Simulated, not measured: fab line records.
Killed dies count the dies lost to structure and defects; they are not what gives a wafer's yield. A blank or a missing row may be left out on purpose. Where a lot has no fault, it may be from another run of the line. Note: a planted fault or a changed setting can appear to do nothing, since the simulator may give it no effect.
Matching of chambers	flow n5 finfet	N5_BEOL_M4_ALD_98 on ald sin-02 has 4 sister chambers
The step deposits SiO2, target thk 2.5 nm, pulse time 1 s, co reactant pulse time 1 s. 8 wafers are shown with their chamber, then 12 later ones without.

WAFERS PAIRED WITH THEIR CHAMBERS
wafer	chamber	heater power w (W)	precursor pulse height rel
L084.6	2	83	0.980
L085.3	1	75	0.996
L085.5	2	82	1.013
L088.4	3	80	0.986
L088.5	0	103	0.990
L090.1	1	78	1.006
L090.2	0	102	1.040
L090.3	3	81	0.988

WAFERS MISSING THEIR CHAMBER
wafer	heater power w (W)	precursor pulse height rel
L090.4	85	1.004
L090.5	102	0.985
L090.6	83	1.002
L091.1	81	1.008
L091.2	77	0.995
L091.3	103	1.023
L091.4	84	0.992
L091.5	87	1.033
L091.6	77	1.004
L093.3	82	1.005
L093.5	77	0.983
L093.6	102	1.017

THE CHAMBER EACH PASSED THROUGH
wafer	from the rows above	in truth
L090.4	can't be placed: 2 or 3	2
L090.5	0	0
L090.6	can't be placed: 2 or 3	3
L091.1	can't be placed: 3 or 2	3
L091.2	1	1
L091.3	0	0
L091.4	can't be placed: 2 or 3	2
L091.5	can't be placed: 2 or 3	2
L091.6	1	1
L093.3	can't be placed: 2 or 3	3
L093.5	can't be placed: 1 or 3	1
L093.6	0	0
Correct placement for 5 of the 12. Cannot be placed on the basis of these rows: 7; the candidates contain the true chamber in 7. 0 placed wrongly.
How it was worked out, from the rows above alone: a wafer's distance from a chamber is the root of the sum, over the readings, of the square of ((its reading less the chamber's mean) divided by the reading's scatter). The wafer belongs to the nearest chamber; if the next one is less than 2 further off, it can't be placed. For every chamber, the mean is computed from those of its wafers that are shown. How the scatter is found: for the shown wafers, subtract from each reading the mean of its chamber, square and add these, divide the total by (wafers less chambers), then take the root.
